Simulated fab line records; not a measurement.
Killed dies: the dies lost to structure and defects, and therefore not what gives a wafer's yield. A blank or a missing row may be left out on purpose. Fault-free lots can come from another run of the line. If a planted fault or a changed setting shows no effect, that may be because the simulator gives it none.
Matching of chambers	flow n5 finfet	ald metal-02 running N5_HKMG_FIN_ALD_79: 4 sister chambers
The step deposits TiN, target thk 1.5 nm, pulse time 1 s, purge time 3 s. 20 wafers are shown with their chamber, then 10 later ones without.

== WAFERS PAIRED WITH THEIR CHAMBERS ==
wafer	chamber	heater power w (W)	precursor pulse height rel
L078.4	1	692	0.957
L078.5	3	847	1.015
L078.6	0	1004	1.041
L079.1	3	852	0.991
L079.2	1	715	0.998
L079.3	2	925	1.015
L079.4	0	1003	0.966
L079.5	0	978	0.994
L079.6	1	699	0.984
L086.2	2	932	1.006
L086.4	1	685	1.026
L086.5	3	858	1.012
L089.2	1	701	0.998
L089.5	3	855	0.968
L089.6	0	1035	1.019
L090.2	3	867	0.998
L090.3	1	692	0.989
L090.5	0	994	1.023
L091.2	1	701	0.975
L091.5	2	921	1.042

SIGNATURES (means of the wafers above)
reading	chamber 0	chamber 1	chamber 2	chamber 3	scatter within a chamber
heater power w	1002.80	697.86	926.00	855.80	12.7
precursor pulse height rel	1.00860	0.98957	1.02100	0.99680	0.0228
Rule: for each reading, subtract the chamber's mean from the wafer's reading, divide by that reading's scatter and square the result; add these up over the readings and take the root, which gives the wafer's distance from the chamber. If the next closest chamber is less than 2 further off than the closest, the wafer can't be placed; otherwise it belongs to the closest. The scatter is the square root of a quotient: the sum, over the shown wafers, of each reading's squared deviation from its chamber's mean, divided by wafers minus chambers.

== WAFERS WITH NO CHAMBER GIVEN ==
wafer	heater power w (W)	precursor pulse height rel
L091.6	840	1.011
L092.2	887	0.990
L092.4	937	1.011
L092.5	915	1.001
L095.2	895	1.045
L095.4	704	0.949
L095.5	849	1.007
L096.1	859	0.964
L096.4	694	0.989
L096.6	836	0.967

== EACH ONE'S CHAMBER ==
wafer	from the rows above	in truth
L091.6	3	3
L092.2	can't be placed: 3 or 2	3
L092.4	2	2
L092.5	2	2
L095.2	can't be placed: 2 or 3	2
L095.4	1	1
L095.5	3	3
L096.1	3	3
L096.4	1	1
L096.6	3	3
Placed correctly: 8 of 10. From these rows, 2 cannot be placed; in 2 the true chamber is one of the candidates. Number placed wrongly: 0.
